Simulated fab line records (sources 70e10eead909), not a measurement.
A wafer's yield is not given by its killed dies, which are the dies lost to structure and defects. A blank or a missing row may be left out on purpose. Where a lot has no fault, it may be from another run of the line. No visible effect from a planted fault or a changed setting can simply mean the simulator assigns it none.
What tool caused it? ; flow nand-harc ; 42 wafers from 14 lots sampled at 4 of the route's 1302 steps

== WHAT THE GAUGES SHOWED, per wafer ==
NHARC_A_DECK1_JOINT_THK_MEAS_17: measures by ellipsometry.
lot;measured;on;thk-nm (nm)
L797;day 12 13:16;film-metro-02;44.3 45.8 45.6
L798;day 12 19:26;film-metro-01;45.3 44.7 44.9
L799;day 13 05:35;film-metro-02;43.7 43.8 44.0
L800;day 13 05:36;film-metro-01;44.5 46.7 44.7
L801;day 14 13:40;film-metro-02;44.4 43.0 43.0
L802;day 14 13:40;film-metro-01;45.5 44.6 45.1
L804;day 15 22:34;film-metro-02;45.8 45.2 45.1
L811;day 18 07:08;film-metro-02;45.0 45.8 43.8
L814;day 19 11:14;film-metro-01;44.6 43.4 44.4
L816;day 19 21:53;film-metro-01;43.1 45.6 43.8
L815;day 19 21:56;film-metro-01;45.9 45.3 46.4
L817;day 21 08:01;film-metro-01;44.1 43.2 44.5
L820;day 22 05:40;film-metro-01;43.5 44.0 44.1
L819;day 22 07:19;film-metro-02;45.4 47.8 47.6

NHARC_A_ONON_D2_THK_MEAS_11: measures by ellipsometry.
lot;measured;on;thk-nm (nm)
L797;day 12 15:35;film-metro-02;1012 1014 1013
L798;day 12 21:47;film-metro-02;1008 1008 1008
L799;day 13 07:54;film-metro-01;991 989 991
L800;day 13 07:55;film-metro-02;1007 1008 1009
L801;day 14 15:59;film-metro-02;994 992 993
L802;day 14 15:59;film-metro-01;994 991 994
L804;day 16 00:53;film-metro-01;1007 1007 1007
L811;day 18 09:35;film-metro-02;994 1435 1438
L814;day 19 13:35;film-metro-02;1006 1450 1450
L816;day 20 00:35;film-metro-01;1010 1010 1011
L815;day 20 00:39;film-metro-02;1018 1017 1017
L817;day 21 10:20;film-metro-01;1001 1000 1000
L820;day 22 07:59;film-metro-01;1007 1008 1006
L819;day 22 09:38;film-metro-01;1004 1005 1003

NHARC_END_SORT_01.
lot;measured;on;killed-at-array;killed-at-other;killed-at-periphery;killed-dies;killed-open;killed-short
L811;day 30 02:23;prober-02;37 675 677;0 0 0;0 2 0;37 677 677;2 3 2;2 6 1
L814;day 31 13:26;prober-02;26 676 672;5 0 5;2 1 0;33 677 677;4 2 1;3 7 3

== EACH LOT AND THE TOOL THAT RAN IT (in order: tool; ch and the chambers of the sampled wafers; start) ==
lot;NHARC_A_ONON_D2_DEP_09
L797;pecvd-onon-03 ch 0, day 12 15:08
L798;pecvd-onon-03 ch 0, day 12 21:17
L799;pecvd-onon-01 ch 0, day 13 07:23
L800;pecvd-onon-02 ch 0, day 13 07:25
L801;pecvd-onon-01 ch 0, day 14 15:28
L802;pecvd-onon-03 ch 0, day 14 15:31
L804;pecvd-onon-03 ch 0, day 16 00:22
L811;pecvd-onon-01 ch 0, day 18 09:04
L814;pecvd-onon-01 ch 0, day 19 13:04
L816;pecvd-onon-03 ch 0, day 20 00:04
L815;pecvd-onon-02 ch 0, day 20 00:15
L817;pecvd-onon-03 ch 0, day 21 09:49
L820;pecvd-onon-01 ch 0, day 22 07:32
L819;pecvd-onon-03 ch 0, day 22 09:11
- NHARC_A_ONON_D2_DEP_09: target thk 1000 nm.

== AS READ BY THE TOOLS THEMSELVES (means over the sampled wafers that have a number; for cases with no such wafer, the mark the record gives instead) ==
The record holds no such reading with a usual standard deviation.

== THE ANSWER, worked out from the rows above alone ==
Rule: the lots themselves supply what counts as usual. Put in order of their means at a reading, lots are off if they are a third of the lots or fewer, leave a main group of 4 or more, and stand apart from it by a gap of 3 or more times the standard deviation of the main group's means; of several such gaps the widest counts. A main group whose means are all the same, to the digits that the tables above print for the reading, isn't used. A lot without any number at a reading at which 4 lots or more have one is off too. Any other lot the step has rows for is counted as sound. Order of review: gauges by route order, followed by the tools' own readings, for which a lot's mean as printed above is used. At the first step where some lot is off, the reading lying furthest off is the one used; lots without a number count as furthest.
Off: L811, L814 (NHARC_A_ONON_D2_THK_MEAS_11, thk-nm). Mean 1004 nm and standard deviation 8.1 in the main group.
A tool fits if, at a process step before that reading, it ran every lot that is off, and no sound lot after the first of them. Gauges at NHARC_A_ONON_D2_THK_MEAS_11: tried the same way as those tools. Of those tried, none fits.

== WHAT THE SIMULATOR PUT IN ==
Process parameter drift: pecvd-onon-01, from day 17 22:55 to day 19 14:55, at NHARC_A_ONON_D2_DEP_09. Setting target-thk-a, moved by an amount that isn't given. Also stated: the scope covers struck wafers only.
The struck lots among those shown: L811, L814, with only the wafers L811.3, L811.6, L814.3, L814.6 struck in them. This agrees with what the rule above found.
